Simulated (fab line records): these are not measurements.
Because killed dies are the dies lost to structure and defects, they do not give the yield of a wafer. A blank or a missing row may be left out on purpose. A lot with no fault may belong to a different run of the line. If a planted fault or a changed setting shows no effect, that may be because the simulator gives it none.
fab line records	flow n5-finfet
record lots=4	wafers=12	last-day=16
route steps=1938 shown FIN_SAQP@119 BEOL_M4@1111 PASSIVATION@1936
lots with no fault: from the same line, run without faults
start-h: the number of hours between the record's first day and the start of the first shown wafer of the lot	wait-h: hours since the lot's step before	" repeats the value in the row above	L1.1+2: a row that stands for several wafers	- no value, or no start given	* or withheld: withheld	< > ~ a bound
route shown NAME@n: NAME is a module with steps in the file, n the number in the route of the first one	usual: mean and standard deviation over wafers with no fault	same: alike in all rows	chamber/n: place in a boat	sites: each site's reading	_std_site: the values' standard deviation	_edge_site: outer sites' mean less inner sites'	radius-mm: how far each site lies from the wafer's centre	mask NAME#n: copy n	behind: the last tool/chamber to shape the wafer	hold: why the lot went on hold/how many hours it stayed there/how the hold came to an end	device: the transistor (n, p or np) that didn't switch	end of line: tests run on the same wafers once the route is complete	a step given without rows: its recipe and nothing more	killed: not the wafer's yield, but the dies lost to structure and defects at the first sort	map: per-die view of a wafer (x killed, . not killed, _ where there is no die)
set.NAME: the run value of the setting; set.NAME@STEP: its run value at that earlier step	model.NAME: the simulator's own value behind a step, which no gauge read
a table for each step, a row for each wafer; lots at some steps of the route
services: from which hour (start-h, from the record's first day; less than 0 if before it) a tool's chamber was out of use, for how many hours, and why
## steps
# step N5_FIN_SAQP_STRIP_74
# recipe chemistry=CHF3/O2	resist=SiARC	rf-frequency-hz=6e+07
# step N5_FIN_SAQP_MANDREL_ETCH_22
# recipe target-depth-a=600	chemistry=HBr/Cl2	target=a-Si	stop-on=SiNx	bt-time-s=10	over-etch-frac=0.5	time-s=30	pressure-mtorr=10	icp-w=800	bias-w=75	HBr_flow_sccm=150	Cl2_flow_sccm=80	ends=end-point
# step N5_FIN_SAQP_STRIP_55
# recipe chemistry=N2/H2	power-w=500	temp-c=40	pressure-mtorr=50	rf-frequency-hz=6e+07	overash-fraction=0.3	bias-power-w=28	h2-frac=0.5	n2-flow-sccm=300	h2-flow-sccm=300
# step N5_FIN_SAQP_STRIP_23
# recipe chemistry=SPM	time-s=750	temp-c=130	h2so4-h2o2-vol-ratio=4
# step N5_FIN_SAQP_SRD_66
# recipe dry=ipa-marangoni	time-s=30	temp-c=23	rinse-liquid=diw
# step N5_FIN_SAQP_RECESS_75
# recipe chemistry=HF/NH3	target=SiO2	target-depth-a=144	afs-cycles=3	temp-c=30	sublimation-temp-c=180	sublimation-time-s=60
# step N5_FIN_SAQP_SPACER1_ALD_24
# recipe material=SiO2	target-thk-a=203	temp-c=300	ald-precursor-family=BDEAS	ald-co-reactant=O2-plasma	pulse-time-s=1	purge-time-s=2	co-reactant-purge-time-s=2	ald-cycles=218	pressure-torr=2
# step N5_FIN_SAQP_SPACER1_ETCHBACK_25
# recipe chemistry=CHF3/O2	mode=anisotropic-etchback	target=SiO2	target-depth-a=244	time-s=12.2	pressure-mtorr=30	source-w=650	bias-w=170	Ar_flow_sccm=200	CHF3_flow_sccm=50	O2_flow_sccm=5	ion-energy-ev=200
# step N5_FIN_SAQP_MANDREL1_REMOVE_56
# recipe chemistry=HBr/Cl2/O2	bt-time-s=10	target=a-Si	stop-on=SiNx	endpoint=OES-SiCl	over-etch-frac=1	icp-w=600	bias-w=22	HBr_flow_sccm=150	Cl2_flow_sccm=80	O2_flow_sccm=5	pressure-mtorr=10
# step N5_FIN_SAQP_ETCH_57
# recipe chemistry=CH3F/O2	target=SiNx	mask-material=SiO2	target-depth-a=325	time-s=46.4	pressure-mtorr=30	source-w=395	bias-w=73	Ar_flow_sccm=150	CH3F_flow_sccm=30	O2_flow_sccm=20	ion-energy-ev=120	ends=cleared
# step N5_FIN_SAQP_ETCH_65
# recipe chemistry=CF4	target=SiO2	target-depth-a=40	ion-energy-ev=350	time-s=4.4	pressure-mtorr=10	icp-w=800	bias-w=400	cf4-flow-sccm=80
# step N5_FIN_SAQP_MANDREL_ETCH_58
# recipe chemistry=HBr/Cl2	target=a-Si	target-depth-a=450	bt-time-s=10	stop-on=SiNx	mask-material=SiO2	over-etch-frac=0.8	time-s=27	pressure-mtorr=10	icp-w=800	bias-w=75	HBr_flow_sccm=150	Cl2_flow_sccm=80	ends=end-point
# usual HBr_flow_sccm=149.9/0.47	bias-w=74.95/0.22	drypump-motor-current-A=5.9/0.37	oes-product-au=0.697/0.013	throttle-valve-pct=35.51/0.25
lot.wafer	tool	chamber	start-h	wait-h	HBr_flow_sccm	bias-w	drypump-motor-current-A	oes-product-au	rf-hours-counter-h	throttle-valve-pct
L725.1	rie-si-02	3	61.10	0.0	150.5	74.91	5.6	0.665	96	35.49
L725.2	"	1	"	"	150.0	74.74	6.3	0.695	124	35.88
L725.6	"	1	"	"	150.5	74.94	6.3	0.705	-	35.88
L733.2	rie-si-02	2	108.68	0.0	-	-	-	-	-	-
L733.5	"	1	"	"	-	-	-	-	-	-
L733.6	"	2	"	"	-	-	-	-	-	-
L734.2	rie-si-02	2	115.09	0.0	-	-	-	-	-	-
L734.3	"	0	"	"	-	-	-	-	-	-
L734.6	"	3	"	"	-	-	-	-	-	-
L736.1	rie-si-05	1	125.60	0.0	149.9	75.09	6.4	0.679	10	35.63
L736.4	"	3	"	"	149.7	75.04	5.6	0.698	49	35.16
L736.5	"	1	"	"	148.7	75.02	6.4	0.690	-	35.62
# step N5_FIN_SAQP_RECESS_63
# recipe chemistry=HF/NH3	target=SiO2	target-depth-a=180	afs-cycles=3	temp-c=30	sublimation-temp-c=180	sublimation-time-s=60
# step N5_FIN_SAQP_COAT_68
# recipe resist=SOC	temp-c=250	time-s=60	spin-rpm=1500	resist-thk-nm=100
# step N5_FIN_SAQP_ETCH_69
# recipe chemistry=N2/H2	target=SOC	target-depth-a=1500	stop-on=SiNx	ion-energy-ev=100	bias-w=61	pressure-mtorr=30	source-w=850	n2-flow-sccm=200	h2-flow-sccm=200
# usual bias-w=60.97/0.18	chamber-pressure-mTorr=30.000/0.028	drypump-motor-current-A=5.9/0.59	oes-product-au=0.80/0.092	rf-vpp-V=240.2/1.2	showerhead-plenum-p-Torr=2.50/0.065	throttle-valve-pct=17.8/0.31
lot.wafer	tool	chamber	start-h	wait-h	bias-w	chamber-pressure-mTorr	drypump-motor-current-A	oes-product-au	rf-hours-counter-h	rf-vpp-V	showerhead-plenum-p-Torr	throttle-valve-pct
L725.1	rie-diel-05	1	61.62	-	61.11	30.043	6.4	0.96	10	240.3	2.48	17.4
L725.2	"	2	"	"	61.06	29.980	6.6	0.73	162	239.7	2.54	18.0
L725.6	"	2	"	"	61.06	29.979	6.6	0.73	-	240.1	2.54	18.0
L733.2	rie-diel-06	1	109.45	-	61.08	29.989	5.9	0.25	235	238.8	2.39	17.5
L733.5	"	1	"	"	61.31	29.978	5.9	0.26	-	240.2	2.39	17.5
L733.6	"	0	"	"	60.86	30.013	4.9	0.28	-	237.4	2.43	18.2
L734.2	rie-diel-05	0	115.79	-	60.87	30.026	6.0	0.30	108	239.1	2.47	17.6
L734.3	"	2	"	"	61.03	29.991	6.6	0.28	180	241.3	2.54	17.9
L734.6	"	2	"	"	61.08	29.986	6.6	0.27	-	240.4	2.54	17.9
L736.1	rie-diel-02	1	126.13	-	60.97	29.958	5.5	0.90	14	240.0	2.49	17.2
L736.4	"	0	"	"	60.70	30.003	5.0	0.88	34	241.4	2.50	17.8
L736.5	"	2	"	"	61.17	30.019	6.3	0.82	-	239.9	2.48	17.8
# step N5_FIN_SAQP_STRIP_70
# recipe chemistry=N2/H2	power-w=500	temp-c=40	pressure-mtorr=50	rf-frequency-hz=6e+07	overash-fraction=0.3	bias-power-w=28	h2-frac=0.5	n2-flow-sccm=300	h2-flow-sccm=300
# step N5_FIN_SAQP_RECESS_71
# recipe chemistry=HF/NH3	target=SiO2	target-depth-a=30	afs-cycles=1	temp-c=30	sublimation-temp-c=180	sublimation-time-s=60
# step N5_FIN_SAQP_SPACER2_ALD_28
# recipe material=SiO2	target-thk-a=81	temp-c=300	ald-precursor-family=BDEAS	ald-co-reactant=O2-plasma	pulse-time-s=1	purge-time-s=2	co-reactant-purge-time-s=2	pressure-torr=2
# step N5_FIN_SAQP_SPACER2_ETCHBACK_29
# recipe chemistry=CHF3/O2	mode=anisotropic-etchback	target=SiO2	target-depth-a=122	time-s=6.1	pressure-mtorr=30	source-w=650	bias-w=170	Ar_flow_sccm=200	CHF3_flow_sccm=50	O2_flow_sccm=5	ion-energy-ev=200
# usual drypump-motor-current-A=5.8/0.6	oes-product-au=0.81/0.096	rf-vpp-V=520/9.2	showerhead-plenum-p-Torr=2.37/0.048	throttle-valve-pct=18.82/0.25
lot.wafer	tool	chamber	start-h	wait-h	drypump-motor-current-A	oes-product-au	rf-hours-counter-h	rf-vpp-V	showerhead-plenum-p-Torr	throttle-valve-pct
L725.1	rie-diel-05	3	62.26	0.2	4.9	0.95	0	520	2.38	18.34
L725.2	"	1	"	"	6.4	0.98	10	529	2.38	18.74
L725.6	"	3	"	"	4.9	0.94	-	520	2.38	18.35
L733.2	rie-diel-02	0	110.12	0.2	5.0	0.35	28	523	2.36	18.51
L733.5	"	1	"	"	5.5	0.35	-	518	2.37	18.25
L733.6	"	2	"	"	6.2	0.30	-	506	2.36	18.83
L734.2	rie-diel-02	3	116.53	0.3	6.0	0.27	197	532	2.40	18.98
L734.3	"	2	"	"	6.2	0.30	70	507	2.36	18.82
L734.6	"	1	"	"	5.5	0.34	-	518	2.37	18.26
L736.1	rie-diel-02	1	126.83	0.2	5.5	0.91	14	518	2.37	18.37
L736.4	"	1	"	"	5.5	0.91	-	516	2.37	18.37
L736.5	"	2	"	"	6.3	0.82	-	507	2.36	18.96
# step N5_FIN_SAQP_MANDREL2_REMOVE_60
# recipe chemistry=HBr/Cl2/O2	bt-time-s=10	target=a-Si	stop-on=SiNx	endpoint=OES-SiCl	over-etch-frac=1	icp-w=600	bias-w=22	HBr_flow_sccm=150	Cl2_flow_sccm=80	O2_flow_sccm=5	pressure-mtorr=10
# step N5_BEOL_M4_RC_MEAS_101
# usual DIBL_N=35.9/1.7	DIBL_P=36.0/2.2	IOFF_N=0.16/0.031	IOFF_P=0.21/0.039	ION_N=678/13	ION_P=464/8.8	SS_N=71.5/0.61	SS_P=73.2/0.68	VT_N=249/3.3	VT_P=-250/3.8
lot.wafer	tool	chamber	start-h	wait-h	DIBL_N[mV/V]	DIBL_P[mV/V]	IOFF_N[nA/um]	IOFF_P[nA/um]	ION_N[uA/um]	ION_P[uA/um]	SS_N[mV/dec]	SS_P[mV/dec]	VT_N[mV]	VT_P[mV]
L725.1	prober-02	0	199.96	0.0	37.9	38.3	0.18	0.20	689	462	71.8	73.7	248	-253
L725.2	"	0	"	"	35.9	34.8	0.15	0.15	666	444	72.0	72.1	252	-260
L725.6	"	0	"	"	36.9	35.5	0.15	0.16	660	442	72.5	72.9	252	-258
L736.1	prober-02	0	265.12	0.0	36.7	38.0	0.17	0.22	680	463	71.7	74.4	249	-252
L736.4	"	0	"	"	36.1	37.2	0.16	0.21	675	462	71.6	74.1	251	-251
L736.5	"	0	"	"	34.8	35.6	0.15	0.18	671	461	71.7	73.1	252	-255
# step N5_PASSIVATION_PROBE_49
# usual killed_at_M0_to_M3=36/10	killed_at_M4_up=13/5.5	killed-at-contacts=12/5.6	killed-at-front-end=42/12	killed-at-other=4/3.2	killed-dies=108/18	killed-on-rim=15/4.1	killed-open=71/13	killed-short=34/7.8
# same gross-dies=1180	killed-at-back-side=0
lot.wafer	tool	chamber	start-h	wait-h	killed_at_M0_to_M3	killed_at_M4_up	killed-at-contacts	killed-at-front-end	killed-at-other	killed-dies	killed-on-rim	killed-open	killed-short
L733.2	prober-01	-	376.71	0.1	27	16	11	1122	4	1180	152	75	36
L733.5	prober-01	-	376.86	0.2	42	6	19	1109	4	1180	152	81	34
L733.6	prober-01	-	376.91	0.3	37	7	3	1133	0	1180	152	68	30
L736.1	prober-02	-	380.86	0.0	35	24	10	40	10	119	16	80	38
L736.4	prober-02	-	381.01	0.2	38	16	16	29	8	107	9	72	35
L736.5	prober-02	-	381.06	0.2	43	10	8	29	8	98	18	58	37
L734.2	prober-01	-	385.75	0.1	17	16	5	1132	10	1180	152	52	31
L734.3	prober-01	-	385.80	0.1	37	14	6	1121	2	1180	152	69	29
L734.6	prober-01	-	385.95	0.3	38	12	9	1119	2	1180	152	66	35
# killed by level:class
L733.2 FIN_SAQP:area-etch=1069 STI_FIN_REVEAL:geometric-particle:open=21 BEOL_M0_SAQP:geometric-particle:short=12 FIN_SAQP:geometric-particle:open=11 BEOL_M4:geometric-particle:open=9 MOL_CONTACT_COAG:geometric-particle:open=6 BEOL_M0_SAQP:geometric-particle:open=6 MOL_CONTACT_COAG:geometric-particle:short=5
L733.5 FIN_SAQP:area-etch=1062 MOL_CONTACT_COAG:geometric-particle:open=16 BEOL_M0_SAQP:geometric-particle:short=14 FIN_SAQP:geometric-particle:open=13 BEOL_M0_SAQP:geometric-particle:open=8 FIN_SAQP:geometric-particle:short=7 BEOL_M1:geometric-particle:open=7 STI_FIN_REVEAL:geometric-particle:open=7
L733.6 FIN_SAQP:area-etch=1080 FIN_SAQP:geometric-particle:open=13 STI_FIN_REVEAL:geometric-particle:open=11 FIN_SAQP:geometric-particle:short=10 BEOL_M1:geometric-particle:open=9 BEOL_M0_SAQP:geometric-particle:open=7 BEOL_M1:geometric-particle:short=6 BEOL_M3:geometric-particle:open=5
L736.1 STI_FIN_REVEAL:geometric-particle:open=22 BEOL_M0_SAQP:geometric-particle:short=9 MOL_CONTACT_COAG:geometric-particle:open=9 BEOL_M4:geometric-particle:open=8 BEOL_M0_SAQP:geometric-particle:open=6 BEOL_M5:geometric-particle:open=6 STI_FIN_REVEAL:geometric-particle:short=5 BEOL_M1:geometric-particle:open=5
L736.4 MOL_CONTACT_COAG:geometric-particle:open=15 STI_FIN_REVEAL:geometric-particle:open=12 BEOL_M0_SAQP:geometric-particle:short=11 BEOL_M4:geometric-particle:open=8 STI_FIN_REVEAL:geometric-particle:short=7 BEOL_M3:geometric-particle:open=6 BEOL_M0:geometric-particle:open=5 BEOL_M1:geometric-particle:open=4
L736.5 BEOL_M0_SAQP:geometric-particle:short=15 BEOL_M0_SAQP:geometric-particle:open=8 STI_FIN_REVEAL:geometric-particle:open=7 MOL_CONTACT_COAG:geometric-particle:open=7 BEOL_M4:geometric-particle:open=7 BEOL_M3:geometric-particle:open=7 FIN_SAQP:geometric-particle:open=4 FIN_SAQP:geometric-particle:short=4
L734.2 FIN_SAQP:area-etch=1097 BEOL_M0_SAQP:geometric-particle:short=7 BEOL_M4:geometric-particle:short=6 PAD_METAL:geometric-particle:open=6 GATE_CUT:geometric-particle:open=5 MOL_CONTACT_COAG:geometric-particle:open=5 BEOL_M0_SAQP:geometric-particle:open=5 BEOL_M4:geometric-particle:open=5
L734.3 FIN_SAQP:area-etch=1080 FIN_SAQP:geometric-particle:open=17 BEOL_M2:geometric-particle:open=9 BEOL_M3:geometric-particle:open=7 GATE_CUT:geometric-particle:short=7 BEOL_M0_SAQP:geometric-particle:open=7 MOL_CONTACT_COAG:geometric-particle:open=6 BEOL_M1:geometric-particle:open=6
L734.6 FIN_SAQP:area-etch=1077 BEOL_M2:geometric-particle:open=14 SPACER0:geometric-particle:short=7 GATE_CUT:geometric-particle:open=7 DUMMY_GATE:geometric-particle:open=6 MOL_CONTACT_COAG:geometric-particle:open=6 BEOL_M0_SAQP:geometric-particle:open=5 BEOL_M0_SAQP:geometric-particle:short=5
# map L733.2 (x killed, . not)
_________________xxxxxxxxxxxx________________
______________xxxxxxxxxxxxxxxxxx_____________
___________xxxxxxxxxxxxxxxxxxxxxxxx__________
__________xxxxxxxxxxxxxxxxxxxxxxxxxx_________
________xxxxxxxxxxxxxxxxxxxxxxxxxxxxxx_______
_______xxxxxxxxxxxxxxxxxxxxxxxxxxxxxxxx______
______xxxxxxxxxxxxxxxxxxxxxxxxxxxxxxxxxx_____
_____xxxxxxxxxxxxxxxxxxxxxxxxxxxxxxxxxxxx____
____xxxxxxxxxxxxxxxxxxxxxxxxxxxxxxxxxxxxxx___
___xxxxxxxxxxxxxxxxxxxxxxxxxxxxxxxxxxxxxxxx__
___xxxxxxxxxxxxxxxxxxxxxxxxxxxxxxxxxxxxxxxx__
__xxxxxxxxxxxxxxxxxxxxxxxxxxxxxxxxxxxxxxxxxx_
__xxxxxxxxxxxxxxxxxxxxxxxxxxxxxxxxxxxxxxxxxx_
_xxxxxxxxxxxxxxxxxxxxxxxxxxxxxxxxxxxxxxxxxxxx
_xxxxxxxxxxxxxxxxxxxxxxxxxxxxxxxxxxxxxxxxxxxx
_xxxxxxxxxxxxxxxxxxxxxxxxxxxxxxxxxxxxxxxxxxxx
_xxxxxxxxxxxxxxxxxxxxxxxxxxxxxxxxxxxxxxxxxxxx
_xxxxxxxxxxxxxxxxxxxxxxxxxxxxxxxxxxxxxxxxxxxx
_xxxxxxxxxxxxxxxxxxxxxxxxxxxxxxxxxxxxxxxxxxxx
_xxxxxxxxxxxxxxxxxxxxxxxxxxxxxxxxxxxxxxxxxxxx
_xxxxxxxxxxxxxxxxxxxxxxxxxxxxxxxxxxxxxxxxxxxx
__xxxxxxxxxxxxxxxxxxxxxxxxxxxxxxxxxxxxxxxxxx_
__xxxxxxxxxxxxxxxxxxxxxxxxxxxxxxxxxxxxxxxxxx_
___xxxxxxxxxxxxxxxxxxxxxxxxxxxxxxxxxxxxxxxx__
___xxxxxxxxxxxxxxxxxxxxxxxxxxxxxxxxxxxxxxxx__
____xxxxxxxxxxxxxxxxxxxxxxxxxxxxxxxxxxxxxx___
_____xxxxxxxxxxxxxxxxxxxxxxxxxxxxxxxxxxxx____
______xxxxxxxxxxxxxxxxxxxxxxxxxxxxxxxxxx_____
_______xxxxxxxxxxxxxxxxxxxxxxxxxxxxxxxx______
________xxxxxxxxxxxxxxxxxxxxxxxxxxxxxx_______
__________xxxxxxxxxxxxxxxxxxxxxxxxxx_________
___________xxxxxxxxxxxxxxxxxxxxxxxx__________
______________xxxxxxxxxxxxxxxxxx_____________
_________________xxxxxxxxxxxx________________
# map L734.2 (x killed, . not)
_________________xxxxxxxxxxxx________________
______________xxxxxxxxxxxxxxxxxx_____________
___________xxxxxxxxxxxxxxxxxxxxxxxx__________
__________xxxxxxxxxxxxxxxxxxxxxxxxxx_________
________xxxxxxxxxxxxxxxxxxxxxxxxxxxxxx_______
_______xxxxxxxxxxxxxxxxxxxxxxxxxxxxxxxx______
______xxxxxxxxxxxxxxxxxxxxxxxxxxxxxxxxxx_____
_____xxxxxxxxxxxxxxxxxxxxxxxxxxxxxxxxxxxx____
____xxxxxxxxxxxxxxxxxxxxxxxxxxxxxxxxxxxxxx___
___xxxxxxxxxxxxxxxxxxxxxxxxxxxxxxxxxxxxxxxx__
___xxxxxxxxxxxxxxxxxxxxxxxxxxxxxxxxxxxxxxxx__
__xxxxxxxxxxxxxxxxxxxxxxxxxxxxxxxxxxxxxxxxxx_
__xxxxxxxxxxxxxxxxxxxxxxxxxxxxxxxxxxxxxxxxxx_
_xxxxxxxxxxxxxxxxxxxxxxxxxxxxxxxxxxxxxxxxxxxx
_xxxxxxxxxxxxxxxxxxxxxxxxxxxxxxxxxxxxxxxxxxxx
_xxxxxxxxxxxxxxxxxxxxxxxxxxxxxxxxxxxxxxxxxxxx
_xxxxxxxxxxxxxxxxxxxxxxxxxxxxxxxxxxxxxxxxxxxx
_xxxxxxxxxxxxxxxxxxxxxxxxxxxxxxxxxxxxxxxxxxxx
_xxxxxxxxxxxxxxxxxxxxxxxxxxxxxxxxxxxxxxxxxxxx
_xxxxxxxxxxxxxxxxxxxxxxxxxxxxxxxxxxxxxxxxxxxx
_xxxxxxxxxxxxxxxxxxxxxxxxxxxxxxxxxxxxxxxxxxxx
__xxxxxxxxxxxxxxxxxxxxxxxxxxxxxxxxxxxxxxxxxx_
__xxxxxxxxxxxxxxxxxxxxxxxxxxxxxxxxxxxxxxxxxx_
___xxxxxxxxxxxxxxxxxxxxxxxxxxxxxxxxxxxxxxxx__
___xxxxxxxxxxxxxxxxxxxxxxxxxxxxxxxxxxxxxxxx__
____xxxxxxxxxxxxxxxxxxxxxxxxxxxxxxxxxxxxxx___
_____xxxxxxxxxxxxxxxxxxxxxxxxxxxxxxxxxxxx____
______xxxxxxxxxxxxxxxxxxxxxxxxxxxxxxxxxx_____
_______xxxxxxxxxxxxxxxxxxxxxxxxxxxxxxxx______
________xxxxxxxxxxxxxxxxxxxxxxxxxxxxxx_______
__________xxxxxxxxxxxxxxxxxxxxxxxxxx_________
___________xxxxxxxxxxxxxxxxxxxxxxxx__________
______________xxxxxxxxxxxxxxxxxx_____________
_________________xxxxxxxxxxxx________________
## services
tool	chamber	start-h	hours	kind
rie-diel-02	3	37.87	1.7	repair
rie-diel-05	3	38.24	-	clean
rie-diel-05	3	38.24	-	consumable-replace:focus-ring
rie-diel-05	3	38.24	23.9	scheduled-down
rie-diel-05	3	38.24	23.9	vent-cycle
rie-diel-06	3	55.70	20.6	repair
rie-diel-02	1	74.76	-	clean
rie-diel-02	1	74.76	-	consumable-replace:focus-ring
rie-diel-02	1	74.76	16.1	scheduled-down
rie-diel-02	1	74.76	16.1	vent-cycle
rie-diel-06	2	89.66	4.8	repair
rie-diel-02	0	126.72	16.1	repair
## key
first-sign step=N5_FIN_SAQP_MANDREL_ETCH_58	reading=tool-record	direction=missing
effect step=N5_FIN_SAQP_ETCH_69	reading=oes-product-au	direction=down	sigmas=5.7	usual=0.80	struck=0.27
effect step=N5_FIN_SAQP_SPACER2_ETCHBACK_29	reading=oes-product-au	direction=down	sigmas=5.1	usual=0.81	struck=0.32
effect step=N5_PASSIVATION_PROBE_49	reading=killed-at-front-end	direction=up	sigmas=88	usual=42	struck=1123
more-kills-born-at N5_FIN_SAQP_MANDREL_ETCH_58@rie-si-02=6462
met-at N5_FIN_SAQP_MANDREL_ETCH_58
struck-wafers L733.2,L733.5,L733.6,L734.2,L734.3,L734.6
later-rows-left-out L733.2,L733.5,L733.6,L734.2,L734.3,L734.6
tester-left-out L733,L734
onset-between 61.10 108.68
fault kind=skipped-step-whole	tool=rie-si-02	chamber=-	onset-h=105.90	steps=N5_FIN_SAQP_MANDREL_ETCH_58	scope=struck-lots-only
# tester-left-out: of these lots the tester's yield and bins aren't shown, on N5 and GAA mostly nor the transistor test; their killed dies are dies lost to structure and defects alone, not to doping, threshold or leakage, so they don't give the yield
# later-rows-left-out: the simulator's readings of these wafers behind a module that went badly wrong aren't trusted and aren't shown, but for the sort
